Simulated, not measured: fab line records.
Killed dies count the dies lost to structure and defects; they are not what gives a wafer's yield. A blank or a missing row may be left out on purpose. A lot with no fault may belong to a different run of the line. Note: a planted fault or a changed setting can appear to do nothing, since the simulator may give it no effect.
Matching of chambers || flow n5Finfet || N5_BEOL_M5_ETCH_62 on rieDiel-03 has 4 sister chambers
The step etches SOC in N2/H2, target depth 75 nm, overetch 15 nm, time 112.5 s. 18 wafers are shown with their chamber, then 9 later ones without.

== EACH WAFER AND ITS CHAMBER ==
{"wafer": "L078.2", "chamber": 2, "throttleValvePct (%)": 18.32, "showerheadPlenumPTorr (Torr)": 2.53, "drypumpMotorCurrentA (A)": 5.30}
{"wafer": "L078.5", "chamber": 2, "throttleValvePct (%)": 18.31, "showerheadPlenumPTorr (Torr)": 2.53, "drypumpMotorCurrentA (A)": 5.29}
{"wafer": "L078.6", "chamber": 1, "throttleValvePct (%)": 17.49, "showerheadPlenumPTorr (Torr)": 2.33, "drypumpMotorCurrentA (A)": 5.25}
{"wafer": "L080.1", "chamber": 2, "throttleValvePct (%)": 18.33, "showerheadPlenumPTorr (Torr)": 2.53, "drypumpMotorCurrentA (A)": 5.31}
{"wafer": "L080.2", "chamber": 0, "throttleValvePct (%)": 17.59, "showerheadPlenumPTorr (Torr)": 2.51, "drypumpMotorCurrentA (A)": 5.56}
{"wafer": "L080.6", "chamber": 1, "throttleValvePct (%)": 17.48, "showerheadPlenumPTorr (Torr)": 2.33, "drypumpMotorCurrentA (A)": 5.21}
{"wafer": "L082.1", "chamber": 3, "throttleValvePct (%)": 18.19, "showerheadPlenumPTorr (Torr)": 2.51, "drypumpMotorCurrentA (A)": 5.74}
{"wafer": "L082.2", "chamber": 0, "throttleValvePct (%)": 17.59, "showerheadPlenumPTorr (Torr)": 2.51, "drypumpMotorCurrentA (A)": 5.57}
{"wafer": "L082.6", "chamber": 3, "throttleValvePct (%)": 18.19, "showerheadPlenumPTorr (Torr)": 2.51, "drypumpMotorCurrentA (A)": 5.72}
{"wafer": "L081.1", "chamber": 3, "throttleValvePct (%)": 18.19, "showerheadPlenumPTorr (Torr)": 2.51, "drypumpMotorCurrentA (A)": 5.70}
{"wafer": "L081.3", "chamber": 0, "throttleValvePct (%)": 17.61, "showerheadPlenumPTorr (Torr)": 2.51, "drypumpMotorCurrentA (A)": 5.57}
{"wafer": "L081.6", "chamber": 0, "throttleValvePct (%)": 17.60, "showerheadPlenumPTorr (Torr)": 2.51, "drypumpMotorCurrentA (A)": 5.58}
{"wafer": "L084.1", "chamber": 0, "throttleValvePct (%)": 17.61, "showerheadPlenumPTorr (Torr)": 2.50, "drypumpMotorCurrentA (A)": 5.58}
{"wafer": "L084.2", "chamber": 2, "throttleValvePct (%)": 18.33, "showerheadPlenumPTorr (Torr)": 2.53, "drypumpMotorCurrentA (A)": 5.30}
{"wafer": "L084.5", "chamber": 0, "throttleValvePct (%)": 17.61, "showerheadPlenumPTorr (Torr)": 2.51, "drypumpMotorCurrentA (A)": 5.61}
{"wafer": "L083.1", "chamber": 3, "throttleValvePct (%)": 18.19, "showerheadPlenumPTorr (Torr)": 2.51, "drypumpMotorCurrentA (A)": 5.68}
{"wafer": "L083.3", "chamber": 1, "throttleValvePct (%)": 17.50, "showerheadPlenumPTorr (Torr)": 2.32, "drypumpMotorCurrentA (A)": 5.21}
{"wafer": "L083.5", "chamber": 0, "throttleValvePct (%)": 17.61, "showerheadPlenumPTorr (Torr)": 2.50, "drypumpMotorCurrentA (A)": 5.58}

SIGNATURES (means of the wafers above)
{"reading": "throttleValvePct", "chamber 0": 17.6029, "chamber 1": 17.4900, "chamber 2": 18.3225, "chamber 3": 18.1900, "scatter within a chamber": 0.00853}
{"reading": "showerheadPlenumPTorr", "chamber 0": 2.5071, "chamber 1": 2.3267, "chamber 2": 2.5300, "chamber 3": 2.5100, "scatter within a chamber": 0.00387}
{"reading": "drypumpMotorCurrentA", "chamber 0": 5.5786, "chamber 1": 5.2233, "chamber 2": 5.3000, "chamber 3": 5.7100, "scatter within a chamber": 0.0184}
Rule: a wafer's distance from a chamber is the root of the sum, over the readings, of the square of ((its reading less the chamber's mean) divided by the reading's scatter). The wafer belongs to the nearest chamber; if the next one is less than 2 further off, it can't be placed. How the scatter is found: for the shown wafers, subtract from each reading the mean of its chamber, square and add these, divide the total by (wafers less chambers), then take the root.

== WAFERS WITH NO CHAMBER GIVEN ==
{"wafer": "L087.1", "throttleValvePct (%)": 18.35, "showerheadPlenumPTorr (Torr)": 2.52, "drypumpMotorCurrentA (A)": 5.30}
{"wafer": "L087.5", "throttleValvePct (%)": 17.63, "showerheadPlenumPTorr (Torr)": 2.50, "drypumpMotorCurrentA (A)": 5.57}
{"wafer": "L087.6", "throttleValvePct (%)": 17.53, "showerheadPlenumPTorr (Torr)": 2.32, "drypumpMotorCurrentA (A)": 5.24}
{"wafer": "L090.1", "throttleValvePct (%)": 17.52, "showerheadPlenumPTorr (Torr)": 2.32, "drypumpMotorCurrentA (A)": 5.24}
{"wafer": "L090.4", "throttleValvePct (%)": 17.52, "showerheadPlenumPTorr (Torr)": 2.32, "drypumpMotorCurrentA (A)": 5.24}
{"wafer": "L090.5", "throttleValvePct (%)": 18.35, "showerheadPlenumPTorr (Torr)": 2.52, "drypumpMotorCurrentA (A)": 5.25}
{"wafer": "L091.3", "throttleValvePct (%)": 17.63, "showerheadPlenumPTorr (Torr)": 2.50, "drypumpMotorCurrentA (A)": 5.57}
{"wafer": "L091.4", "throttleValvePct (%)": 18.37, "showerheadPlenumPTorr (Torr)": 2.52, "drypumpMotorCurrentA (A)": 5.37}
{"wafer": "L091.5", "throttleValvePct (%)": 17.63, "showerheadPlenumPTorr (Torr)": 2.50, "drypumpMotorCurrentA (A)": 5.59}

== EACH ONE'S CHAMBER ==
{"wafer": "L087.1", "from the rows above": 2, "in truth": 2}
{"wafer": "L087.5", "from the rows above": 0, "in truth": 0}
{"wafer": "L087.6", "from the rows above": 1, "in truth": 1}
{"wafer": "L090.1", "from the rows above": 1, "in truth": 1}
{"wafer": "L090.4", "from the rows above": 1, "in truth": 1}
{"wafer": "L090.5", "from the rows above": 2, "in truth": 2}
{"wafer": "L091.3", "from the rows above": 0, "in truth": 0}
{"wafer": "L091.4", "from the rows above": 2, "in truth": 2}
{"wafer": "L091.5", "from the rows above": 0, "in truth": 0}
9 of 9 placed correctly. From these rows, 0 cannot be placed. Placed wrongly: 0.
